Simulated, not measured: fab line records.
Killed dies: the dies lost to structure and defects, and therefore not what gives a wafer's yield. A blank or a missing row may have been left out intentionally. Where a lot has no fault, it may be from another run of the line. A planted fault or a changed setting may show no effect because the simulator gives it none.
fab line records	flow n5-finfet	part 1 of 2: steps 1 to 29 of 34
record lots=5	wafers=15	last-day=20
route steps=1938 shown BEOL_M12@1606
lots with no fault: from the same line, run without faults
start-h: start of the lot's first displayed wafer, in hours after the record's first day	wait-h: how many hours have passed since the lot's step before this one	" the same as in the row above	L1.1+2: a row that stands for several wafers	- no value, or no start was given	* or withheld: withheld	< > ~ a bound
route shown NAME@n: a module of which the file shows steps, and the number in the route of the first	usual: the fault-free wafers' mean and standard deviation	same: alike in all rows	chamber/n: place in a boat	sites: readings site by site	_std_site: standard deviation across them	_edge_site: the outer-site mean with the inner-site mean subtracted	radius-mm: for every site, how far away it sits from the centre of the wafer	mask NAME#n: copy n	behind: tool/chamber where the wafer was last shaped	hold: what put the lot on hold/how long, in hours/how the hold closed	device: which transistor (n, p or np) failed to switch	end of line: the route-end tests of the same wafers	for a step that has no rows: nothing shown but its recipe	killed: at the first sort, the dies lost to defects and structure; wafer yield is something else	map: shows each die of a wafer: x if killed, . if not, _ if none is there
set.NAME: the setting as run; set.NAME@STEP: as run at that earlier step	model.NAME: the simulator's own value behind a step, which no gauge read
a table for each step, a row for each wafer; lots at some steps of the route
services: the hour from which a tool's chamber was out of use, counted from the record's first day as start-h (under 0 if before that day), plus the number of hours and why
## steps
# step N5_BEOL_M12_EBR_06
# recipe solvent=PGMEA	ebr-width-mm=1.5
lot.wafer	tool	chamber	start-h	wait-h
L078.2+3+5	litho-track-02	0	-	-
L094.4+5+6	litho-track-04	0	-	-
L091.2+4+5	litho-track-03	0	-	-
L097.3+4+6	litho-track-03	0	-	-
L096.1+4+5	litho-track-03	0	-	-
# step N5_BEOL_M12_SOFTBAKE_05
# recipe temp-c=130	time-s=60
lot.wafer	tool	chamber	start-h	wait-h
L078.2+3+5	litho-track-02	0	-	-
L094.4+5+6	litho-track-04	0	-	-
L091.2+4+5	litho-track-03	0	-	-
L097.3+4+6	litho-track-03	0	-	-
L096.1+4+5	litho-track-03	0	-	-
# step N5_BEOL_M12_EXPOSE_07
# recipe mask-id=V11	na=0.93	source-shape=conventional	sigma-outer=0.6	polarization=unpolarized	attpsm-phase-deg=180	dose-mj=32.5
# same na=0.93
lot.wafer	tool	chamber	start-h	wait-h	mask
L078.2+3+5	krf-scanner-02	0	280.03	-	V11#0
L094.4+5+6	krf-scanner-02	0	404.94	-	V11#0
L091.2+4+5	krf-scanner-01	0	405.50	-	V11#0
L097.3+4+6	krf-scanner-02	0	413.82	-	V11#0
L096.1+4+5	krf-scanner-01	0	431.87	-	V11#0
# step N5_BEOL_M12_PEB_08
# recipe peb-temp-c=130	peb-time-s=90
lot.wafer	tool	chamber	start-h	wait-h
L078.2+3+5	litho-track-02	0	280.08	0.0
L094.4+5+6	litho-track-04	0	404.98	0.0
L091.2+4+5	litho-track-04	0	405.55	0.0
L097.3+4+6	litho-track-04	0	413.87	0.0
L096.1+4+5	litho-track-02	0	431.92	0.1
# step N5_BEOL_M12_DEVELOP_09
# recipe develop-time-s=45	rinse-liquid=diw	dry=air-spin	dev-temp-c=21
lot.wafer	tool	chamber	start-h	wait-h
L078.2+3+5	litho-track-02	0	-	-
L094.4+5+6	litho-track-04	0	-	-
L091.2+4+5	litho-track-04	0	-	-
L097.3+4+6	litho-track-04	0	-	-
L096.1+4+5	litho-track-02	0	-	-
# step N5_BEOL_M12_HARDBAKE_14
# recipe temp-c=130	time-s=120
lot.wafer	tool	chamber	start-h	wait-h
L078.2+3+5	litho-track-02	0	-	-
L094.4+5+6	litho-track-04	0	-	-
L091.2+4+5	litho-track-04	0	-	-
L097.3+4+6	litho-track-04	0	-	-
L096.1+4+5	litho-track-02	0	-	-
# step N5_BEOL_M12_CD_MEAS_10
# recipe target-cd-nm=140	landing-energy-ev=500	detector=se-inlens	polarity=opening
# usual cd-nm=139.8/1.1
lot.wafer	tool	chamber	start-h	wait-h	cd-nm
L078.2	cd-sem-02	0	280.20	-	140.1
L078.3	"	0	"	"	140.5
L078.5	"	0	"	"	141.0
L094.4	cd-sem-03	0	405.10	-	138.5
L094.5	"	0	"	"	139.0
L094.6	"	0	"	"	139.8
L091.2	cd-sem-02	0	405.67	-	137.7
L091.4	"	0	"	"	136.8
L091.5	"	0	"	"	138.7
L097.3	cd-sem-03	0	413.98	-	138.9
L097.4	"	0	"	"	139.5
L097.6	"	0	"	"	138.1
L096.1	cd-sem-01	0	432.04	-	140.4
L096.4	"	0	"	"	140.3
L096.5	"	0	"	"	139.7
# step N5_BEOL_M12_OVL_MEAS_11
# recipe points-per-wafer=44
# usual V11_OVL=4/4.8
lot.wafer	tool	chamber	start-h	wait-h	V11_OVL[nm]
L078.2	overlay-02	0	280.23	0.0	3
L078.3	"	0	"	"	12
L078.5	"	0	"	"	6
L094.4	overlay-02	0	405.12	0.0	-1
L094.5	"	0	"	"	1
L094.6	"	0	"	"	8
L091.2	overlay-01	0	405.70	0.0	10
L091.4	"	0	"	"	6
L091.5	"	0	"	"	2
L097.3	overlay-02	0	414.01	0.0	3
L097.4	"	0	"	"	6
L097.6	"	0	"	"	15
L096.1	overlay-02	0	432.07	0.0	-3
L096.4	"	0	"	"	1
L096.5	"	0	"	"	1
# step N5_BEOL_M12_INSPECT_12
# recipe mode=adi	inspect-instrument=macro
# usual raw-defect-count=2.2/1.6
lot.wafer	tool	chamber	start-h	wait-h	raw-defect-count
L078.2	defect-inspect-02	-	280.25	0.0	1
L078.3	"	-	"	"	4
L078.5	"	-	"	"	1
L094.4	defect-inspect-02	-	405.15	0.0	3
L094.5	"	-	"	"	3
L094.6	"	-	"	"	3
L091.2	defect-inspect-01	-	405.72	0.0	1
L091.4	"	-	"	"	2
L091.5	"	-	"	"	0
L097.3	defect-inspect-02	-	414.04	0.0	1
L097.4	"	-	"	"	4
L097.6	"	-	"	"	2
L096.1	defect-inspect-01	-	432.09	0.0	1
L096.4	"	-	"	"	1
L096.5	"	-	"	"	3
# step N5_BEOL_M12_DESCUM_15
# recipe chemistry=O2	time-s=7.9	source-power-w=50	bias-power-w=20	pressure-mtorr=20	rf-frequency-hz=2.712e+07	temp-c=40	o2-flow-sccm=225
# usual drypump-motor-current-A=5.8/0.54	oes-product-au=0.78/0.073	rf-vpp-V=243.0/1.1	showerhead-plenum-p-Torr=2.09/0.053	temp-c=40.02/0.12	throttle-valve-pct=20.51/0.25
lot.wafer	tool	chamber	start-h	wait-h	drypump-motor-current-A	oes-product-au	rf-hours-counter-h	rf-vpp-V	showerhead-plenum-p-Torr	temp-c	throttle-valve-pct
L078.2	rie-diel-01	1	280.28	0.0	5.6	0.73	207	242.6	2.08	40.04	20.74
L078.3	"	0	"	"	6.5	0.83	90	242.2	2.03	40.17	20.39
L078.5	"	0	"	"	6.5	0.82	-	242.3	2.03	40.12	20.39
L094.4	rie-diel-01	3	405.18	0.0	5.2	0.69	209	243.5	2.07	39.82	20.84
L094.5	"	2	"	"	5.0	0.86	-	243.5	2.13	39.84	20.13
L094.6	"	1	"	"	5.7	0.69	-	243.4	2.07	40.12	20.81
L091.2	rie-diel-01	3	405.75	0.0	5.2	0.69	209	242.7	2.07	40.17	20.84
L091.4	"	2	"	"	5.0	0.85	62	243.6	2.13	40.04	20.13
L091.5	"	0	"	"	6.5	0.77	-	242.2	2.01	40.02	20.45
L097.3	rie-diel-05	2	414.07	0.0	6.0	0.95	14	244.0	2.14	40.06	20.56
L097.4	"	3	"	"	6.0	0.73	174	241.0	2.00	40.02	20.74
L097.6	"	1	"	"	6.6	0.71	-	241.7	2.07	39.83	20.39
L096.1	rie-diel-01	2	432.53	0.4	5.0	0.84	75	243.4	2.12	39.96	20.15
L096.4	"	1	"	"	5.6	1.00	3	242.2	2.07	40.17	20.43
L096.5	"	0	"	"	6.5	0.76	-	241.7	2.01	40.16	20.47
# step N5_BEOL_M12_ETCH_59
# recipe chemistry=N2/H2	target=BARC	target-depth-a=890	overetch-a=267	time-s=67.9	ion-energy-ev=200	pressure-mtorr=30	source-w=840	bias-w=150	n2-flow-sccm=200	h2-flow-sccm=200
# usual drypump-motor-current-A=5.8/0.54	oes-product-au=0.67/0.057	rf-vpp-V=523.7/2.1	showerhead-plenum-p-Torr=2.54/0.064	throttle-valve-pct=17.97/0.27
lot.wafer	tool	chamber	start-h	wait-h	drypump-motor-current-A	oes-product-au	rf-hours-counter-h	rf-vpp-V	showerhead-plenum-p-Torr	throttle-valve-pct
L078.2	rie-diel-01	1	280.32	0.0	5.6	0.62	207	523.5	2.52	18.20
L078.3	"	0	"	"	6.5	0.70	90	520.6	2.47	17.86
L078.5	"	0	"	"	6.5	0.70	-	522.5	2.47	17.85
L094.4	rie-diel-01	3	405.21	0.0	5.2	0.60	209	523.1	2.53	18.33
L094.5	"	2	"	"	5.0	0.73	-	524.6	2.57	17.49
L094.6	"	1	"	"	5.6	0.60	-	522.3	2.50	18.25
L091.2	rie-diel-01	3	405.79	0.0	5.2	0.61	209	523.0	2.53	18.32
L091.4	"	2	"	"	5.0	0.72	62	523.2	2.57	17.48
L091.5	"	0	"	"	6.5	0.66	-	520.3	2.45	17.94
L097.3	rie-diel-05	2	414.10	0.0	6.0	0.80	14	525.0	2.60	17.89
L097.4	"	3	"	"	5.9	0.63	174	519.9	2.42	18.13
L097.6	"	1	"	"	6.7	0.62	-	521.3	2.52	17.95
L096.1	rie-diel-01	2	432.56	0.0	5.0	0.71	75	524.7	2.56	17.49
L096.4	"	1	"	"	5.6	0.84	3	521.4	2.50	17.83
L096.5	"	0	"	"	6.5	0.66	-	520.9	2.45	17.96
# step N5_BEOL_M12_VIA_ETCH_16
# recipe chemistry=C4F8/O2/Ar	target=SiOC	pressure-mtorr=30	source-w=3000	bias-w=700	Ar_flow_sccm=400	C4F8_flow_sccm=15	O2_flow_sccm=8	he-inner-torr=15	he-outer-torr=30	target-depth-a=7248	time-s=withheld	ion-energy-ev=250	ends=cleared
# usual drypump-motor-current-A=5.8/0.54	oes-product-au=0.70/0.064	rf-vpp-V=665.4/2.4	showerhead-plenum-p-Torr=3.41/0.078	throttle-valve-pct=24.29/0.23
lot.wafer	tool	chamber	start-h	wait-h	drypump-motor-current-A	oes-product-au	rf-vpp-V	showerhead-plenum-p-Torr	throttle-valve-pct
L078.2	rie-diel-01	1	280.37	0.0	5.6	0.66	665.0	3.39	24.41
L078.3	"	0	"	"	6.5	0.74	661.7	3.33	24.23
L078.5	"	0	"	"	6.5	0.74	663.5	3.33	24.23
L094.4	rie-diel-01	3	405.27	0.0	5.2	0.64	664.8	3.38	24.58
L094.5	"	2	"	"	5.0	0.78	666.9	3.47	23.90
L094.6	"	1	"	"	5.7	0.64	664.8	3.37	24.49
L091.2	rie-diel-01	3	405.84	0.0	5.2	0.63	665.3	3.38	24.59
L091.4	"	2	"	"	5.0	0.77	667.3	3.47	23.89
L091.5	"	0	"	"	6.5	0.69	661.3	3.31	24.27
L097.3	rie-diel-05	2	414.16	0.0	6.0	0.85	666.2	3.48	24.28
L097.4	"	3	"	"	6.0	0.67	660.8	3.28	24.52
L097.6	"	1	"	"	6.6	0.65	665.6	3.38	24.15
L096.1	rie-diel-01	2	432.62	0.0	5.0	0.76	666.1	3.46	23.93
L096.4	"	1	"	"	5.7	0.90	664.9	3.37	24.15
L096.5	"	0	"	"	6.5	0.68	662.9	3.30	24.28
# step N5_BEOL_M12_STRIP_63
# recipe chemistry=N2/H2	power-w=1000	temp-c=250	h2-frac=0.65	overash-fraction=0.3	pressure-mtorr=1000	n2-flow-sccm=1750	h2-flow-sccm=3250
# usual drypump-motor-current-A=5.77/0.11	heater-power-w=338/23	oes-product-au=0.693/0.0048	strip-time-to-endpoint-s=42.6/0.78	temp-c=250.01/0.2
lot.wafer	tool	chamber	start-h	wait-h	drypump-motor-current-A	heater-power-w	oes-product-au	rf-hours-counter-h	strip-time-to-endpoint-s	temp-c
L078.2	plasma-asher-02	0	280.57	-	5.94	342	0.694	125	44.5	249.95
L078.3	"	0	"	"	5.95	348	0.698	-	44.0	249.85
L078.5	"	0	"	"	5.97	356	0.700	-	43.4	250.11
L094.4	plasma-asher-02	0	405.49	-	5.95	353	0.691	-	42.5	250.09
L094.5	"	1	"	"	5.73	307	0.700	-	41.8	250.01
L094.6	"	0	"	"	5.91	351	0.700	-	42.6	249.75
L091.2	plasma-asher-02	1	406.04	-	5.72	301	0.689	148	42.3	250.00
L091.4	"	1	"	"	5.71	297	0.687	-	41.8	250.10
L091.5	"	1	"	"	5.73	306	0.693	-	41.9	250.00
L097.3	plasma-asher-01	1	414.38	-	5.72	341	0.697	-	43.0	250.06
L097.4	"	0	"	"	5.66	356	0.686	-	43.7	249.94
L097.6	"	0	"	"	5.66	366	0.697	-	43.1	249.95
L096.1	plasma-asher-01	0	432.81	-	5.68	368	0.686	111	42.2	249.89
L096.4	"	0	"	"	5.68	349	0.697	-	41.9	250.21
L096.5	"	1	"	"	5.75	348	0.686	-	42.6	249.90
# step N5_BEOL_M12_STRIP_64
# recipe chemistry=N2/H2	power-w=1000	temp-c=250	h2-frac=0.65	overash-fraction=0.3	pressure-mtorr=withheld	n2-flow-sccm=1750	h2-flow-sccm=3250
# usual drypump-motor-current-A=5.77/0.11	heater-power-w=339/24	oes-product-au=0.715/0.0045	strip-time-to-endpoint-s=31.32/0.071	temp-c=250.01/0.18
lot.wafer	tool	chamber	start-h	wait-h	drypump-motor-current-A	heater-power-w	oes-product-au	rf-hours-counter-h	strip-time-to-endpoint-s	temp-c
L078.2	plasma-asher-02	0	280.63	0.0	5.93	346	0.717	125	31.09	250.04
L078.3	"	0	"	"	5.96	346	0.727	-	31.27	249.78
L078.5	"	0	"	"	5.95	351	0.706	-	31.28	250.08
L094.4	plasma-asher-02	0	405.55	0.0	5.95	356	0.713	-	31.33	250.13
L094.5	"	1	"	"	5.72	305	0.717	-	31.30	250.10
L094.6	"	0	"	"	5.98	355	0.711	-	31.39	250.18
L091.2	plasma-asher-02	1	406.10	0.0	5.73	299	0.717	148	31.33	250.19
L091.4	"	1	"	"	5.72	305	0.717	-	31.32	250.11
L091.5	"	1	"	"	5.70	307	0.713	-	31.33	249.77
L097.3	plasma-asher-01	1	414.44	0.0	5.73	343	0.720	-	31.31	249.97
L097.4	"	0	"	"	5.66	368	0.715	-	31.24	250.03
L097.6	"	0	"	"	5.66	365	0.710	-	31.28	250.07
L096.1	plasma-asher-01	0	432.87	0.0	5.64	355	0.714	111	31.15	250.06
L096.4	"	0	"	"	5.67	363	0.717	-	31.27	249.75
L096.5	"	1	"	"	5.76	343	0.717	-	31.23	249.92
# step N5_BEOL_M12_STRIP_71
# recipe chemistry=post-etch-residue-remover	time-s=60	temp-c=25	remover-ph=withheld	remover-water-wt-pct=withheld	remover-fluoride-wt-pct=withheld
# usual temp-c=25.00/0.1
lot.wafer	tool	chamber	start-h	wait-h	temp-c
L078.2	wet-bench-03	2	280.72	0.1	25.09
L078.3	"	6	"	"	24.92
L078.5	"	5	"	"	25.07
L094.4	wet-bench-04	7	405.61	0.0	25.00
L094.5	"	2	"	"	24.99
L094.6	"	0	"	"	24.97
L091.2	wet-bench-03	3	406.19	0.1	25.03
L091.4	"	2	"	"	24.87
L091.5	"	7	"	"	25.21
L097.3	wet-bench-04	4	414.52	0.1	24.93
L097.4	"	1	"	"	24.89
L097.6	"	2	"	"	25.06
L096.1	wet-bench-04	7	432.96	0.1	25.00
L096.4	"	6	"	"	24.92
L096.5	"	0	"	"	25.02
# step N5_BEOL_M12_SRD_72
# recipe time-s=30	temp-c=23	rinse-liquid=diw	dry=n2-spin	spin-rpm=1500	dry-time-s=30
# usual temp-c=23.00/0.1
lot.wafer	tool	chamber	start-h	wait-h	temp-c
L078.2	wet-bench-03	2	280.74	0.0	23.00
L078.3	"	6	"	"	23.08
L078.5	"	5	"	"	23.16
L094.4	wet-bench-04	7	405.63	0.0	23.02
L094.5	"	2	"	"	22.95
L094.6	"	0	"	"	22.96
L091.2	wet-bench-03	3	406.21	0.0	22.90
L091.4	"	2	"	"	23.00
L091.5	"	7	"	"	22.99
L097.3	wet-bench-04	4	414.54	0.0	23.07
L097.4	"	1	"	"	23.02
L097.6	"	2	"	"	23.00
L096.1	wet-bench-04	7	432.99	0.0	23.14
L096.4	"	6	"	"	23.01
L096.5	"	0	"	"	23.02
# step N5_BEOL_M12_CD_MEAS_17
# recipe target-cd-nm=140	polarity=opening
# usual cd-nm=139.9/1.4
lot.wafer	tool	chamber	start-h	wait-h	cd-nm
L078.2	cd-sem-02	-	280.78	0.0	140.9
L078.3	"	-	"	"	140.5
L078.5	"	-	"	"	142.0
L094.4	cd-sem-01	-	405.68	0.0	137.5
L094.5	"	-	"	"	139.5
L094.6	"	-	"	"	139.4
L091.2	cd-sem-02	-	406.26	0.0	137.5
L091.4	"	-	"	"	137.7
L091.5	"	-	"	"	138.6
L097.3	cd-sem-02	-	414.58	0.0	139.5
L097.4	"	-	"	"	138.3
L097.6	"	-	"	"	137.8
L096.1	cd-sem-03	-	433.03	0.0	140.8
L096.4	"	-	"	"	141.5
L096.5	"	-	"	"	140.4
# step N5_BEOL_M12_COAT_65
# recipe resist=SOC	temp-c=250	time-s=60	spin-rpm=1500	resist-thk-nm=300
lot.wafer	tool	chamber	start-h	wait-h
L078.2+3+5	litho-track-02	0	280.81	0.0
L094.4+5+6	litho-track-03	0	405.71	0.0
L091.2+4+5	litho-track-02	0	406.29	0.0
L097.3+4+6	litho-track-03	0	414.62	0.0
L096.1+4+5	litho-track-03	0	433.07	0.0
# step N5_BEOL_M12_COAT_66
# recipe resist=SiARC	temp-c=220	time-s=60	spin-rpm=1500	resist-thk-nm=110
lot.wafer	tool	chamber	start-h	wait-h
L078.2+3+5	litho-track-02	0	-	-
L094.4+5+6	litho-track-03	0	-	-
L091.2+4+5	litho-track-02	0	-	-
L097.3+4+6	litho-track-03	0	-	-
L096.1+4+5	litho-track-03	0	-	-
# step N5_BEOL_M12_COAT_22
# recipe spin-rpm=2888	resist-thk-nm=300
lot.wafer	tool	chamber	start-h	wait-h
L078.2+3+5	litho-track-02	0	-	-
L094.4+5+6	litho-track-03	0	-	-
L091.2+4+5	litho-track-02	0	-	-
L097.3+4+6	litho-track-03	0	-	-
L096.1+4+5	litho-track-03	0	-	-
# step N5_BEOL_M12_EBR_24
# recipe solvent=PGMEA	ebr-width-mm=1.5
lot.wafer	tool	chamber	start-h	wait-h
L078.2+3+5	litho-track-02	0	-	-
L094.4+5+6	litho-track-03	0	-	-
L091.2+4+5	litho-track-02	0	-	-
L097.3+4+6	litho-track-03	0	-	-
L096.1+4+5	litho-track-03	0	-	-
# step N5_BEOL_M12_SOFTBAKE_23
# recipe temp-c=130	time-s=60
lot.wafer	tool	chamber	start-h	wait-h
L078.2+3+5	litho-track-02	0	-	-
L094.4+5+6	litho-track-03	0	-	-
L091.2+4+5	litho-track-02	0	-	-
L097.3+4+6	litho-track-03	0	-	-
L096.1+4+5	litho-track-03	0	-	-
# step N5_BEOL_M12_EXPOSE_25
# recipe mask-id=M12	na=0.93	source-shape=conventional	sigma-outer=0.4	polarization=unpolarized	dose-mj=21.8
# same na=0.93
lot.wafer	tool	chamber	start-h	wait-h	mask
L078.2+3+5	krf-scanner-01	0	281.06	-	M12#0
L094.4+5+6	krf-scanner-01	0	405.97	-	M12#0
L091.2+4+5	krf-scanner-01	0	406.41	-	M12#0
L097.3+4+6	krf-scanner-01	0	414.74	-	M12#0
L096.1+4+5	krf-scanner-02	0	433.19	-	M12#0
# step N5_BEOL_M12_PEB_26
# recipe peb-temp-c=130	peb-time-s=90
lot.wafer	tool	chamber	start-h	wait-h
L078.2+3+5	litho-track-02	0	281.11	0.0
L094.4+5+6	litho-track-04	0	406.01	0.0
L091.2+4+5	litho-track-02	0	406.47	0.0
L097.3+4+6	litho-track-03	0	414.79	0.0
L096.1+4+5	litho-track-02	0	433.24	0.1
# step N5_BEOL_M12_DEVELOP_27
# recipe develop-time-s=45	rinse-liquid=diw	dry=air-spin	dev-temp-c=21
lot.wafer	tool	chamber	start-h	wait-h
L078.2+3+5	litho-track-02	0	-	-
L094.4+5+6	litho-track-04	0	-	-
L091.2+4+5	litho-track-02	0	-	-
L097.3+4+6	litho-track-03	0	-	-
L096.1+4+5	litho-track-02	0	-	-
# step N5_BEOL_M12_HARDBAKE_32
# recipe temp-c=130	time-s=120
lot.wafer	tool	chamber	start-h	wait-h
L078.2+3+5	litho-track-02	0	-	-
L094.4+5+6	litho-track-04	0	-	-
L091.2+4+5	litho-track-02	0	-	-
L097.3+4+6	litho-track-03	0	-	-
L096.1+4+5	litho-track-02	0	-	-
# step N5_BEOL_M12_CD_MEAS_28
# recipe target-cd-nm=160.2	landing-energy-ev=500	detector=se-inlens	polarity=opening
# usual cd-nm=160.0/1.3
lot.wafer	tool	chamber	start-h	wait-h	cd-nm
L078.2	cd-sem-03	0	281.23	-	161.0
L078.3	"	0	"	"	160.8
L078.5	"	0	"	"	160.1
L094.4	cd-sem-03	0	406.13	-	159.1
L094.5	"	0	"	"	158.7
L094.6	"	0	"	"	160.0
L091.2	cd-sem-02	0	406.59	-	159.3
L091.4	"	0	"	"	159.5
L091.5	"	0	"	"	159.8
L097.3	cd-sem-02	0	414.91	-	160.9
L097.4	"	0	"	"	160.2
L097.6	"	0	"	"	159.9
L096.1	cd-sem-02	0	433.36	-	161.0
L096.4	"	0	"	"	161.0
L096.5	"	0	"	"	159.9
# step N5_BEOL_M12_OVL_MEAS_29
# recipe points-per-wafer=44
# usual M12_OVL=1/5.7
lot.wafer	tool	chamber	start-h	wait-h	M12_OVL[nm]
L078.2	overlay-01	0	281.26	0.0	0
L078.3	"	0	"	"	-4
L078.5	"	0	"	"	5
L094.4	overlay-02	0	406.16	0.0	8
L094.5	"	0	"	"	6
L094.6	"	0	"	"	-1
L091.2	overlay-01	0	406.61	0.0	-10
L091.4	"	0	"	"	-9
L091.5	"	0	"	"	-7
L097.3	overlay-02	0	414.94	0.0	-5
L097.4	"	0	"	"	-8
L097.6	"	0	"	"	-3
L096.1	overlay-01	0	433.39	0.0	-2
L096.4	"	0	"	"	5
L096.5	"	0	"	"	7
# step N5_BEOL_M12_INSPECT_30
# recipe mode=adi	inspect-instrument=macro
# usual raw-defect-count=2.2/1.5
lot.wafer	tool	chamber	start-h	wait-h	raw-defect-count
L078.2	defect-inspect-02	-	281.28	0.0	3
L078.3	"	-	"	"	1
L078.5	"	-	"	"	6
L094.4	defect-inspect-02	-	406.18	0.0	1
L094.5	"	-	"	"	4
L094.6	"	-	"	"	1
L091.2	defect-inspect-02	-	406.64	0.0	2
L091.4	"	-	"	"	1
L091.5	"	-	"	"	1
L097.3	defect-inspect-02	-	414.96	0.0	3
L097.4	"	-	"	"	2
L097.6	"	-	"	"	3
L096.1	defect-inspect-01	-	433.41	0.0	4
L096.4	"	-	"	"	2
L096.5	"	-	"	"	4
